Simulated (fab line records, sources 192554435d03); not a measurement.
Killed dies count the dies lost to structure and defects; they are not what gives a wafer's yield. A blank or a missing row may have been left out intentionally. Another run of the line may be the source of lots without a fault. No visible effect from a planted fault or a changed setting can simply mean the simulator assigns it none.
Matching of chambers || flow n5Finfet || N5_FIN_SAQP_SPACER2_ETCHBACK_29 on rieDiel-02: 4 sister chambers
The step etches SiO2 in CHF3/O2, target depth 12.2 nm, time 6.1 s. 8 wafers are shown with their chamber, then 7 later ones without.

EACH WAFER AND ITS CHAMBER
{"wafer": "L077.2", "chamber": 3, "drypumpMotorCurrentA (A)": 6.5, "showerheadPlenumPTorr (Torr)": 2.40}
{"wafer": "L077.3", "chamber": 2, "drypumpMotorCurrentA (A)": 4.7, "showerheadPlenumPTorr (Torr)": 2.53}
{"wafer": "L077.5", "chamber": 0, "drypumpMotorCurrentA (A)": 5.5, "showerheadPlenumPTorr (Torr)": 2.43}
{"wafer": "L078.1", "chamber": 1, "drypumpMotorCurrentA (A)": 5.3, "showerheadPlenumPTorr (Torr)": 2.44}
{"wafer": "L078.2", "chamber": 2, "drypumpMotorCurrentA (A)": 4.7, "showerheadPlenumPTorr (Torr)": 2.53}
{"wafer": "L078.6", "chamber": 3, "drypumpMotorCurrentA (A)": 6.4, "showerheadPlenumPTorr (Torr)": 2.40}
{"wafer": "L083.4", "chamber": 0, "drypumpMotorCurrentA (A)": 5.5, "showerheadPlenumPTorr (Torr)": 2.42}
{"wafer": "L083.5", "chamber": 1, "drypumpMotorCurrentA (A)": 5.3, "showerheadPlenumPTorr (Torr)": 2.43}

WAFERS WITH NO CHAMBER GIVEN
{"wafer": "L083.6", "drypumpMotorCurrentA (A)": 4.7, "showerheadPlenumPTorr (Torr)": 2.53}
{"wafer": "L087.2", "drypumpMotorCurrentA (A)": 4.8, "showerheadPlenumPTorr (Torr)": 2.52}
{"wafer": "L087.3", "drypumpMotorCurrentA (A)": 5.5, "showerheadPlenumPTorr (Torr)": 2.42}
{"wafer": "L087.6", "drypumpMotorCurrentA (A)": 6.5, "showerheadPlenumPTorr (Torr)": 2.39}
{"wafer": "L095.1", "drypumpMotorCurrentA (A)": 6.5, "showerheadPlenumPTorr (Torr)": 2.39}
{"wafer": "L095.3", "drypumpMotorCurrentA (A)": 4.7, "showerheadPlenumPTorr (Torr)": 2.52}
{"wafer": "L095.5", "drypumpMotorCurrentA (A)": 4.7, "showerheadPlenumPTorr (Torr)": 2.52}

THE CHAMBER EACH PASSED THROUGH
{"wafer": "L083.6", "from the rows above": 2, "in truth": 2}
{"wafer": "L087.2", "from the rows above": 2, "in truth": 2}
{"wafer": "L087.3", "from the rows above": 0, "in truth": 0}
{"wafer": "L087.6", "from the rows above": 3, "in truth": 3}
{"wafer": "L095.1", "from the rows above": 3, "in truth": 3}
{"wafer": "L095.3", "from the rows above": 2, "in truth": 2}
{"wafer": "L095.5", "from the rows above": 2, "in truth": 2}
Placed correctly: 7 of 7. Left unplaced by these rows: 0. Wrongly placed: 0.
How it was worked out, from the rows above alone: a wafer's distance from a chamber is the root of the sum, over the readings, of the square of ((its reading less the chamber's mean) divided by the reading's scatter). The wafer belongs to the nearest chamber; if the next one is less than 2 further off, it can't be placed. A chamber's mean is the mean of its shown wafers. The scatter: take each reading less its chamber's mean, square it, sum over the shown wafers, divide by the number of wafers less the number of chambers, and take the root.
